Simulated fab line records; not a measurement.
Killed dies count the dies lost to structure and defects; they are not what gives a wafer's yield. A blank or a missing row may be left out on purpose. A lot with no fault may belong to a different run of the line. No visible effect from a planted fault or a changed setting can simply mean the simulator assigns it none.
Comparing a struck lot with a sound one ; flow n5_finfet ; 43 steps out of a route of 1938
Sound: wafers L618.2, L618.4, L618.6. Struck: wafers L609.3, L609.5, L609.6. The cause comes at the end.
At each step with rows: each side's tool, then ch and its chambers, then its first start. Under that, the readings that differ: sound wafers ; struck wafers ; difference of the means ; sigmas: that difference in standard deviations of wafers without a fault.
alike: same words and numbers on both sides, and readings whose means sit less than 2 such deviations apart. not compared: any withheld reading, any reading some wafer has no value for, any bound like >300 that may hide the same value, and any number with overlapping values for which the record gives no deviation.
Wherever a step has rows on one side only, a row that says differs or no value, or a row with sigmas, the two part there. When numbers do not overlap yet have no deviation, they are printed without sigmas and do not part them. A reading that every wafer of one side lacks parts them only if that side has two wafers or more.

first, 11 steps without rows for these wafers: N5_BEOL_M2_DESCUM_33 (chemistry O2, time 7 s); N5_BEOL_M2_ETCH_77 (etches underlayer in N2/H2, target depth 6.5 nm, time 5.2 s); N5_BEOL_M2_ETCH_69 (etches SiARC in CF4, target depth 15.6 nm, time 26 s); N5_BEOL_M2_ALD_98 (deposits SiO2, target thk 2.5 nm, pulse time 1 s, co reactant pulse time 1 s); N5_BEOL_M2_ETCHBACK_99 (etches SiO2 in CHF3, target depth 5 nm, time 10.4 s); N5_BEOL_M2_ETCH_70 (etches SOC in N2/H2, target depth 80 nm, overetch 24 nm, time 130 s); N5_BEOL_M2_STRIP_71 (strips in N2/H2); N5_BEOL_M2_STRIP_78 (strips in N2/H2); N5_BEOL_M2_VIA_ETCH_34 (etches the open film in C4F6/O2, target depth 69.4 nm, time 65.9 s); N5_BEOL_M2_STRIP_83 (strips in C4F6/O2); N5_BEOL_M2_STRIP_36 (strips in N2/H2).
N5_BEOL_M2_TRENCH_ETCH_37: etches SiOC in C4F6/O2, target depth 55.555 nm, time 29.2 s.
  sound on rie_diel-01 ch 1,2,3, day 10 22:01; struck on rie_diel-03 ch 2,3, day 8 18:54
  no value came back on the struck wafers for any of 10 readings (C4F6_flow_sccm (sccm), O2_flow_sccm (sccm) and others); on the sound wafers C4F6_flow_sccm (sccm) reads 9.96 10.00 9.97
reading;sound;struck;difference;sigmas
model.TiN_of_BEOL_M2_HM_DEP_02.thk_nm (nm);17.6 17.6 17.8;20.4 20.4 20.2;+2.7;
  not compared: rf_hours_counter_h
then, 2 steps without rows for these wafers: N5_BEOL_M2_ETCH_41 (etches SiCN in CH3F/O2, target depth 29.9 nm, time 52.5 s); N5_BEOL_M2_STRIP_97 (strips in N2/H2, time 10 s).
N5_BEOL_M2_OCD_MEAS_38:
  sound on ocd-02 at day 10 22:10; struck on ocd-01 at day 8 19:04
reading;sound;struck;difference;sigmas
trench_depth_nm (nm);57.9 56.7 55.3;0 0.1 0.8;-56;-51
then, 25 steps without rows for these wafers: N5_BEOL_M2_HM_STRIP_39 (strips TiN in peroxide tin strip, target depth 25 nm, time 158 s); N5_BEOL_M2_SRD_40 (time 30 s); N5_BEOL_M2_PRECLEAN_42 (cleans in residue remover, time 60 s); N5_BEOL_M2_SRD_43 (time 30 s); N5_BEOL_M2_DEGAS_44 (time 60 s); N5_BEOL_M2_PRE_CLEAN_45 (time 30 s); N5_BEOL_M2_ALD_84 (deposits TaN, pulse time 2 s, purge time 3 s, co reactant purge time 2 s); N5_BEOL_M2_SURFACE_TREAT_85; N5_BEOL_M2_CVD_47 (deposits Co from CCTBA/H2, target thk 3 nm, time 223.8 s); N5_BEOL_M2_SPUTTER_48 (material Cu, target thk 4.5 nm, time 8.29 s); N5_BEOL_M2_ANNEAL_49 (time 240 s); N5_BEOL_M2_SPUTTER_79 (material Cu, target thk 4.5 nm, time 8.29 s); N5_BEOL_M2_ANNEAL_80 (time 240 s); N5_BEOL_M2_SPUTTER_81 (material Cu, target thk 4.5 nm, time 8.29 s); N5_BEOL_M2_ANNEAL_82 (time 240 s); N5_BEOL_M2_SPUTTER_86 (material Cu, target thk 4.5 nm, time 8.29 s); N5_BEOL_M2_ANNEAL_87 (time 240 s); N5_BEOL_M2_SPUTTER_88 (material Cu, target thk 4.5 nm, time 8.29 s); N5_BEOL_M2_ANNEAL_89 (time 240 s); N5_BEOL_M2_SPUTTER_90 (material Cu, target thk 4.5 nm, time 8.29 s); N5_BEOL_M2_ANNEAL_91 (time 240 s); N5_BEOL_M2_SPUTTER_92 (material Cu, target thk 4.5 nm, time 8.29 s); N5_BEOL_M2_ANNEAL_93 (time 240 s); N5_BEOL_M2_SPUTTER_94 (material Cu, target thk 4.5 nm, time 8.29 s); N5_BEOL_M2_ANNEAL_95 (time 240 s).
N5_BEOL_M2_CMP_52: polishes, stops on SiOC, t overpolish 6.8 s, target thk 40 nm.
  sound on cmp-02 ch 1,2, day 11 01:37; struck on cmp-02 ch 1,2,3, day 8 23:43
reading;sound;struck;difference;sigmas
model.Cu_of_BEOL_M2_ECD_50.thk_nm (nm);43.4 40.2 39.8;1 0 1.2;-40;
  alike: motor_current_A, platen_rpm
N5_BEOL_M4_RC_MEAS_101:
  the record has rows for the sound wafers here (prober-02 ch 0, day 12 01:48) and none for the struck ones
-- the record jumps here: 5 days lie between the struck wafers' starts before and after (it left off in module BEOL_M4 and takes up again in module PASSIVATION, whose first step shown is number 1936 of the route) --
N5_PASSIVATION_PROBE_49:
  rows exist in the record for the struck wafers here (prober-02, day 13 23:26), but not for the sound ones

WHERE THEY PART
Earliest at N5_BEOL_M2_TRENCH_ETCH_37; latest, in this record, at N5_PASSIVATION_PROBE_49.

WHY: what the simulator had put in
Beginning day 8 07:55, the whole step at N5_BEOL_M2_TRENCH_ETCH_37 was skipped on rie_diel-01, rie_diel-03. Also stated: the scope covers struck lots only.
